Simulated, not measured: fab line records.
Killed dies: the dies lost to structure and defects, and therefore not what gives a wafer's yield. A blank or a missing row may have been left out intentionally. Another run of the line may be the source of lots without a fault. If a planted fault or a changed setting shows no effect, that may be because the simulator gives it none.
fab line records	flow nandHarc
record lots=15	wafers=45	lastDay=34
route steps=1302 shown P_ZERO_WELL@11 P_STI@84
lots untouched by any fault: they come from a run of this same line in which no faults occurred
startH: the number of hours between the record's first day and the start of the first shown wafer of the lot	waitH: time in hours since the lot's previous step	" repeats the value in the row above	L1.1+2: a row that stands for several wafers	- no value present, or no start provided	* or withheld: withheld	< > ~ a bound
route shown NAME@n: a module of which the file shows steps, and the number in the route of the first	usual: average and standard deviation across the fault-free wafers	same: alike in all rows	chamber/n: place in a boat	sites: each site's reading	_std_site: standard deviation of those values	_edge_site: outer sites' mean less inner sites'	radiusMm: for every site, how far away it sits from the centre of the wafer	mask NAME#n: copy n	behind: the tool/chamber that last shaped the wafer	hold: cause of the lot's hold/its duration in hours/its outcome	device: which transistor (n, p or np) failed to switch	end of line: the tests these same wafers got at the end of their route	a step without rows: its recipe alone	killed: not the wafer's yield, but the dies lost to structure and defects at the first sort	map: per-die view of a wafer (x killed, . not killed, _ where there is no die)
set.NAME: the run value of the setting; set.NAME@STEP: its run value at that earlier step	model.NAME: the simulator's own value behind a step, which no gauge read
the route's steps for a sample of lots (tables are steps, rows are wafers)
services: when a tool's chamber went out of use (startH, in hours from the record's first day, below 0 if earlier), for how many hours, and the reason
## steps
# step NHARC_P_ZERO_WELL_EXPOSE_08
# recipe na=0.55	targetCdNm=500	doseMj=33.8	maskId=P_ZERO
# usual exposureDoseMJCm2=33.77/0.035	stageVelMmS=500.07/0.28
lot.wafer	tool	chamber	startH	waitH	mask	exposureDoseMJCm2	stageVelMmS
L933.1	krfScanner-01	0	21.08	-	P_ZERO#0	33.81	500.27
L933.2	"	0	"	"	P_ZERO#0	33.86	500.28
L933.5	"	0	"	"	P_ZERO#0	33.84	500.19
L934.4	krfScanner-01	0	31.10	-	P_ZERO#0	33.78	499.93
L934.5	"	0	"	"	P_ZERO#0	33.79	499.94
L934.6	"	0	"	"	P_ZERO#0	33.77	500.30
L936.1	krfScanner-01	0	51.07	-	P_ZERO#0	49.46	499.85
L936.4	"	0	"	"	P_ZERO#0	49.46	499.89
L936.5	"	0	"	"	P_ZERO#0	49.50	500.15
L938.1	krfScanner-01	0	71.08	-	P_ZERO#0	46.35	499.99
L938.4	"	0	"	"	P_ZERO#0	46.37	500.14
L938.5	"	0	"	"	P_ZERO#0	46.31	500.08
L940.2	krfScanner-01	0	91.10	-	P_ZERO#0	46.15	499.86
L940.3	"	0	"	"	P_ZERO#0	46.15	500.34
L940.6	"	0	"	"	P_ZERO#0	46.15	499.65
L945.1	krfScanner-02	0	140.96	-	P_ZERO#0	33.74	500.03
L945.5	"	0	"	"	P_ZERO#0	33.71	500.11
L945.6	"	0	"	"	P_ZERO#0	33.76	499.90
L946.1	krfScanner-02	0	150.95	-	P_ZERO#0	33.79	500.40
L946.5	"	0	"	"	P_ZERO#0	33.74	500.35
L946.6	"	0	"	"	P_ZERO#0	33.70	500.12
L947.3	krfScanner-02	0	160.99	-	P_ZERO#0	33.74	499.61
L947.5	"	0	"	"	P_ZERO#0	33.73	499.73
L947.6	"	0	"	"	P_ZERO#0	33.75	499.45
L948.2	krfScanner-02	0	170.98	-	P_ZERO#0	33.71	500.23
L948.3	"	0	"	"	P_ZERO#0	33.77	500.19
L948.5	"	0	"	"	P_ZERO#0	33.74	500.28
L949.1	krfScanner-04	0	181.09	-	P_ZERO#0	33.81	499.55
L949.2	"	0	"	"	P_ZERO#0	33.76	499.32
L949.5	"	0	"	"	P_ZERO#0	33.80	499.87
L950.2	krfScanner-02	0	191.32	-	P_ZERO#0	33.75	499.79
L950.4	"	0	"	"	P_ZERO#0	33.75	499.84
L950.5	"	0	"	"	P_ZERO#0	33.76	500.05
L951.1	krfScanner-04	0	201.10	-	P_ZERO#0	33.77	500.48
L951.2	"	0	"	"	P_ZERO#0	33.79	500.21
L951.3	"	0	"	"	P_ZERO#0	33.78	500.56
L953.3	krfScanner-02	0	221.11	-	P_ZERO#0	33.69	500.45
L953.4	"	0	"	"	P_ZERO#0	33.69	500.41
L953.5	"	0	"	"	P_ZERO#0	33.69	500.52
L954.2	krfScanner-04	0	231.09	-	P_ZERO#0	33.75	499.59
L954.4	"	0	"	"	P_ZERO#0	33.73	500.01
L954.6	"	0	"	"	P_ZERO#0	33.76	499.85
L956.4	krfScanner-02	0	251.18	-	P_ZERO#0	33.73	500.31
L956.5	"	0	"	"	P_ZERO#0	33.77	500.23
L956.6	"	0	"	"	P_ZERO#0	33.70	500.20
# step NHARC_P_ZERO_WELL_CD_MEAS_11
# recipe targetCdNm=500	landingEnergyEv=500
# usual cdNm=500.4/2.1
lot.wafer	tool	chamber	startH	waitH	cdNm
L933.1	cdSem-02	0	21.23	-	503.3
L933.2	"	0	"	"	499.9
L933.5	"	0	"	"	499.2
L934.4	cdSem-02	0	31.25	-	502.9
L934.5	"	0	"	"	502.7
L934.6	"	0	"	"	498.4
L936.1	cdSem-02	0	51.22	-	568.1
L936.4	"	0	"	"	569.8
L936.5	"	0	"	"	573.1
L938.1	cdSem-02	0	71.24	-	560.1
L938.4	"	0	"	"	557.8
L938.5	"	0	"	"	558.8
L940.2	cdSem-03	0	91.25	-	552.7
L940.3	"	0	"	"	555.9
L940.6	"	0	"	"	558.8
L945.1	cdSem-03	0	141.11	-	504.9
L945.5	"	0	"	"	505.2
L945.6	"	0	"	"	503.2
L946.1	cdSem-01	0	151.10	-	501.8
L946.5	"	0	"	"	498.1
L946.6	"	0	"	"	500.3
L947.3	cdSem-02	0	161.14	-	500.2
L947.5	"	0	"	"	496.7
L947.6	"	0	"	"	500.6
L948.2	cdSem-02	0	171.12	-	502.0
L948.3	"	0	"	"	500.2
L948.5	"	0	"	"	501.5
L949.1	cdSem-01	0	181.24	-	500.4
L949.2	"	0	"	"	496.6
L949.5	"	0	"	"	498.8
L950.2	cdSem-02	0	191.46	-	499.1
L950.4	"	0	"	"	503.1
L950.5	"	0	"	"	501.2
L951.1	cdSem-02	0	201.25	-	500.5
L951.2	"	0	"	"	500.1
L951.3	"	0	"	"	502.2
L953.3	cdSem-01	0	221.26	-	500.4
L953.4	"	0	"	"	501.8
L953.5	"	0	"	"	498.1
L954.2	cdSem-01	0	231.24	-	503.2
L954.4	"	0	"	"	499.5
L954.6	"	0	"	"	501.1
L956.4	cdSem-03	0	251.32	-	500.1
L956.5	"	0	"	"	498.1
L956.6	"	0	"	"	498.1
# step NHARC_P_ZERO_WELL_RTA_42
# recipe tempC=1100	timeS=300
# usual lampPowerPct=35.8/1.7	lamp_zone_1_pct=35.8/1.7	lamp_zone_3_pct=35.8/1.7	lamp_zone_4_pct=35.8/1.7	wafer_temp_C_max=1107.3/1.9
lot.wafer	tool	chamber	startH	waitH	lampPowerPct	lamp_zone_1_pct	lamp_zone_3_pct	lamp_zone_4_pct	wafer_temp_C_max
L933.1	rtpAnneal-01	0	26.76	-	37.0	37.0	37.0	37.0	1107.3
L933.2	"	0	"	"	37.1	37.1	37.0	37.2	1105.6
L933.5	"	0	"	"	37.0	36.9	37.1	37.0	1110.5
L934.4	rtpAnneal-01	0	38.19	-	36.9	36.9	36.9	37.0	1105.5
L934.5	"	0	"	"	37.0	36.9	36.9	36.9	1106.5
L934.6	"	0	"	"	36.9	36.9	36.9	36.9	1106.4
L936.1	rtpAnneal-01	0	56.85	-	36.9	37.0	37.0	36.9	1106.5
L936.4	"	0	"	"	37.0	37.0	36.9	37.0	1109.8
L936.5	"	0	"	"	37.1	36.9	37.0	37.0	1109.7
L938.1	rtpAnneal-02	0	76.90	-	33.3	33.3	33.3	33.3	1105.4
L938.4	"	0	"	"	33.4	33.4	33.3	33.4	1105.7
L938.5	"	0	"	"	33.3	33.4	33.4	33.3	1107.3
L940.2	rtpAnneal-01	0	101.19	-	37.0	37.0	37.0	37.0	1108.5
L940.3	"	0	"	"	37.0	37.0	37.0	37.0	1108.6
L940.6	"	0	"	"	37.0	37.0	37.0	37.1	1108.8
L945.1	rtpAnneal-01	0	146.99	-	37.0	37.0	37.1	37.0	1108.1
L945.5	"	0	"	"	37.0	37.1	37.1	37.1	1107.7
L945.6	"	0	"	"	37.0	37.1	37.0	37.0	1108.7
L946.1	rtpAnneal-01	0	157.63	-	37.0	36.9	36.9	37.0	1107.0
L946.5	"	0	"	"	37.0	37.0	37.0	37.0	1108.2
L946.6	"	0	"	"	37.0	36.9	37.0	37.0	1108.6
L947.3	rtpAnneal-02	0	166.93	-	33.4	33.3	33.3	33.3	1106.3
L947.5	"	0	"	"	33.3	33.3	33.3	33.3	1105.2
L947.6	"	0	"	"	33.3	33.3	33.3	33.3	1102.9
L948.2	rtpAnneal-01	0	176.79	-	37.0	37.0	37.1	37.0	1107.7
L948.3	"	0	"	"	37.0	37.0	37.0	37.0	1110.5
L948.5	"	0	"	"	37.0	37.0	37.0	37.1	1108.6
L949.1	rtpAnneal-01	0	186.66	-	37.0	37.0	36.9	37.0	1109.8
L949.2	"	0	"	"	37.0	37.0	37.0	37.0	1107.2
L949.5	"	0	"	"	37.0	37.0	37.0	37.0	1109.4
L950.2	rtpAnneal-01	0	197.24	-	37.0	37.0	37.0	36.9	1107.8
L950.4	"	0	"	"	37.0	37.0	37.0	37.0	1108.3
L950.5	"	0	"	"	37.0	37.0	37.0	37.0	1108.8
L951.1	rtpAnneal-01	0	207.76	-	37.0	37.0	37.0	37.0	1107.6
L951.2	"	0	"	"	36.9	37.0	36.9	37.0	1107.5
L951.3	"	0	"	"	36.9	37.0	37.0	37.0	1105.5
L953.3	rtpAnneal-02	0	227.19	-	33.4	33.3	33.4	33.4	1105.1
L953.4	"	0	"	"	33.4	33.4	33.4	33.4	1104.6
L953.5	"	0	"	"	33.4	33.4	33.4	33.4	1105.6
L954.2	rtpAnneal-01	0	238.81	-	36.9	36.9	36.9	37.0	1108.7
L954.4	"	0	"	"	37.0	36.9	36.9	36.9	1106.8
L954.6	"	0	"	"	37.0	37.0	37.0	37.0	1105.6
L956.4	rtpAnneal-02	0	257.14	-	33.4	33.3	33.4	33.4	1104.7
L956.5	"	0	"	"	33.4	33.3	33.4	33.3	1106.3
L956.6	"	0	"	"	33.4	33.3	33.3	33.3	1104.7
# step NHARC_P_STI_OVL_MEAS_10
# usual overlayXNm=-1/5.9	overlayYNm=1/5.4
lot.wafer	tool	chamber	startH	waitH	overlayXNm	overlayYNm
L933.1	overlay-01	-	46.87	-	-3	7
L933.2	"	-	"	"	-3	8
L933.5	"	-	"	"	-3	7
L934.4	overlay-01	-	57.87	-	-8	2
L934.5	"	-	"	"	-9	1
L934.6	"	-	"	"	-8	1
L936.1	overlay-02	-	71.92	-	10	-10
L936.4	"	-	"	"	10	-9
L936.5	"	-	"	"	9	-10
L938.1	overlay-01	-	94.29	-	7	0
L938.4	"	-	"	"	8	0
L938.5	"	-	"	"	8	0
L940.2	overlay-01	-	116.36	-	-1	-7
L940.3	"	-	"	"	-1	-7
L940.6	"	-	"	"	0	-8
L945.1	overlay-02	-	163.46	-	6	2
L945.5	"	-	"	"	6	2
L945.6	"	-	"	"	6	2
L946.1	overlay-01	-	179.18	-	0	9
L946.5	"	-	"	"	1	9
L946.6	"	-	"	"	0	9
L947.3	overlay-02	-	179.34	-	3	3
L947.5	"	-	"	"	3	3
L947.6	"	-	"	"	3	2
L948.2	overlay-02	-	192.61	-	9	3
L948.3	"	-	"	"	9	4
L948.5	"	-	"	"	9	4
L949.1	overlay-02	-	202.19	-	4	0
L949.2	"	-	"	"	4	0
L949.5	"	-	"	"	4	0
L950.2	overlay-02	-	213.20	-	-5	6
L950.4	"	-	"	"	-5	7
L950.5	"	-	"	"	-4	7
L951.1	overlay-02	-	223.25	-	-1	3
L951.2	"	-	"	"	0	3
L951.3	"	-	"	"	-1	2
L953.3	overlay-01	-	243.34	-	-2	7
L953.4	"	-	"	"	-3	7
L953.5	"	-	"	"	-2	8
L954.2	overlay-02	-	254.18	-	-7	1
L954.4	"	-	"	"	-7	0
L954.6	"	-	"	"	-8	0
L956.4	overlay-02	-	273.32	-	-1	-1
L956.5	"	-	"	"	0	-1
L956.6	"	-	"	"	-1	-1
# step NHARC_P_STI_ETCH_42
# recipe targetDepthA=800	overetchA=240	timeS=61	ionEnergyEv=200	n2FlowSccm=150	h2FlowSccm=150	arFlowSccm=0	rfW=400	biasW=150	chemistry=N2/H2
# usual drypumpMotorCurrentA=5.4/0.44	h2FlowSccm=150.0/0.48	oesProductAu=1.002/0.012	rfVppV=429.9/2.1	showerheadPlenumPTorr=2.01/0.07	throttleValvePct=14.171/0.0084
lot.wafer	tool	chamber	startH	waitH	drypumpMotorCurrentA	h2FlowSccm	oesProductAu	rfHoursCounterH	rfVppV	showerheadPlenumPTorr	throttleValvePct
L933.1	rieDiel-11	3	47.12	0.1	5.0	150.4	0.990	7	432.0	2.07	14.158
L933.2	"	2	"	"	5.7	150.7	1.013	7	429.3	2.02	14.181
L933.5	"	3	"	"	5.0	150.0	1.011	-	430.9	2.07	14.160
L934.4	rieDiel-07	3	58.13	0.1	5.9	149.9	0.993	6	427.2	1.93	14.164
L934.5	"	1	"	"	4.6	150.3	1.007	-	427.2	1.90	14.177
L934.6	"	2	"	"	5.4	150.2	1.015	-	429.8	2.07	14.164
L936.1	rieDiel-11	2	72.18	0.1	5.7	150.2	1.021	9	429.0	2.02	14.166
L936.4	"	0	"	"	5.1	150.2	0.995	7	430.4	1.99	14.156
L936.5	"	1	"	"	5.4	149.6	0.990	-	430.8	2.06	14.154
L938.4	rieDiel-07	0	94.54	0.1	5.8	150.7	1.019	9	431.2	2.05	14.176
L938.1	"	2	"	"	5.3	150.0	1.017	6	431.1	2.07	14.165
L938.5	"	0	"	"	5.8	150.1	1.016	-	431.2	2.05	14.167
L940.2	rieDiel-07	0	116.63	0.1	5.8	149.5	1.018	11	431.4	2.05	14.171
L940.3	"	1	"	"	4.6	150.0	0.987	9	427.2	1.90	14.179
L940.6	"	3	"	"	5.9	150.4	0.985	-	427.3	1.93	14.177
L945.1	rieDiel-07	3	163.74	0.1	5.9	149.9	0.986	2	427.0	1.93	14.176
L945.6	"	3	"	"	5.9	149.8	1.009	-	427.5	1.93	14.168
L945.5	"	0	"	"	5.8	149.5	1.004	-	432.5	2.05	14.183
L946.1	rieDiel-05	2	179.43	0.1	6.3	149.5	0.994	10	426.9	1.92	14.169
L946.6	"	2	"	"	6.3	150.4	0.981	-	427.0	1.92	14.151
L946.5	"	3	"	"	5.2	150.2	0.975	-	431.0	2.04	14.169
L947.3	rieDiel-11	2	179.60	0.1	5.7	150.2	1.003	4	430.2	2.02	14.163
L947.5	"	2	"	"	5.7	149.2	1.001	-	430.3	2.02	14.171
L947.6	"	3	"	"	5.0	149.8	1.004	-	432.5	2.07	14.168
L948.3	rieDiel-05	2	192.87	0.1	6.3	150.0	0.994	12	427.7	1.92	14.174
L948.2	"	3	"	"	5.2	149.9	0.987	11	431.0	2.04	14.170
L948.5	"	2	"	"	6.3	149.7	1.003	-	426.7	1.92	14.172
L949.2	rieDiel-11	0	202.57	0.2	5.0	150.2	1.006	5	428.8	1.99	14.161
L949.1	"	3	"	"	4.9	148.8	0.999	5	432.4	2.07	14.158
L949.5	"	0	"	"	5.1	150.4	1.009	-	429.4	1.99	14.167
L950.2	rieDiel-11	3	213.46	0.1	4.9	149.2	0.996	7	433.2	2.06	14.159
L950.4	"	1	"	"	5.4	149.7	1.003	5	432.2	2.06	14.165
L950.5	"	3	"	"	4.9	149.7	1.011	-	430.7	2.06	14.176
L951.2	rieDiel-11	3	223.51	0.1	4.9	150.5	0.991	7	431.3	2.06	14.160
L951.1	"	0	"	"	5.1	150.1	0.996	6	429.3	1.99	14.166
L951.3	"	2	"	"	5.7	150.7	0.989	5	430.0	2.02	14.175
L953.3	rieDiel-11	1	243.60	0.1	5.4	150.0	1.018	7	431.0	2.06	14.179
L953.4	"	0	"	"	5.0	149.3	1.008	7	428.3	1.99	14.169
L953.5	"	2	"	"	5.7	150.1	1.008	-	430.9	2.02	14.180
L954.4	rieDiel-05	3	254.44	0.1	5.2	150.2	1.001	1	428.8	2.04	14.168
L954.2	"	0	"	"	5.3	149.6	1.010	1	432.0	2.14	14.191
L954.6	"	0	"	"	5.3	149.9	1.011	-	434.1	2.14	14.164
L956.4	rieDiel-07	1	273.60	0.1	4.7	150.1	1.006	10	427.2	1.90	14.169
L956.5	"	3	"	"	5.9	150.5	1.010	-	427.7	1.92	14.169
L956.6	"	0	"	"	5.8	149.8	0.998	-	431.6	2.05	14.180
## services
tool	chamber	startH	hours	kind
rieDiel-05	1	7.04	2.1	repair
krfScanner-04	-	10.00	4.0	pm
rtpAnneal-02	-	12.00	12.0	pm
krfScanner-02	-	29.65	0.1	repair
krfScanner-02	-	45.06	1.0	repair
rieDiel-07	-	68.37	2.4	repair
rieDiel-11	-	78.50	9.0	pm
krfScanner-02	-	82.10	0.1	repair
krfScanner-02	-	84.07	1.5	repair
rieDiel-11	0	89.06	12.5	repair
krfScanner-02	-	94.00	4.0	pm
rieDiel-07	2	104.36	3.2	repair
rieDiel-07	1	110.61	2.5	repair
rieDiel-07	-	129.18	9.0	pm
krfScanner-01	-	140.00	4.0	pm
rieDiel-07	2	160.20	5.7	repair
rieDiel-07	0	166.78	35.2	repair
rieDiel-11	1	185.00	8.2	repair
rieDiel-11	2	185.96	24.1	repair
rieDiel-11	1	194.42	8.4	repair
rieDiel-07	2	196.63	1.9	repair
rieDiel-11	-	255.60	9.0	pm
krfScanner-02	-	266.00	4.0	pm
krfScanner-01	-	269.36	1.2	repair
## key
firstSign step=NHARC_P_ZERO_WELL_EXPOSE_08	reading=exposureDoseMJCm2	direction=up	sigmas=99+	usual=33.77	struck=47.32
effect step=NHARC_P_ZERO_WELL_CD_MEAS_11	reading=cdNm	direction=up	sigmas=29	usual=500.4	struck=561.7	through=controlLoop
metAt NHARC_P_ZERO_WELL_EXPOSE_08
struckLots L936,L938,L940
sortLeftOut L936.1,L936.4,L936.5,L938.1,L938.4,L938.5,L940.2,L940.3,L940.6
testerLeftOut L936,L938,L940
loopTrim step=NHARC_P_ZERO_WELL_EXPOSE_08	setting=dose	lots=L938,L940
notActingAt NHARC_P_ZERO_WELL_RTA_42,NHARC_P_STI_OVL_MEAS_10,NHARC_P_STI_ETCH_42
onsetBetween 31.10 51.07
fault kind=processParameterDrift	tool=krfScanner-01	chamber=-	onsetH=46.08	steps=NHARC_P_ZERO_WELL_EXPOSE_08	channel=doseMj	offset=15.701	shape=step	actsIn=theseRecipesOnly	stated=33.8
# testerLeftOut: of these lots the tester's yield and bins aren't shown, on N5 and GAA mostly nor the transistor test; their killed dies are dies lost to structure and defects alone, not to doping, threshold or leakage, so they don't give the yield
# sortLeftOut: the simulated sort isn't trusted on such a fault, so these wafers' sort isn't shown, and their yield isn't known
# loopTrim: a control loop set the setting to another value than it would have without faults
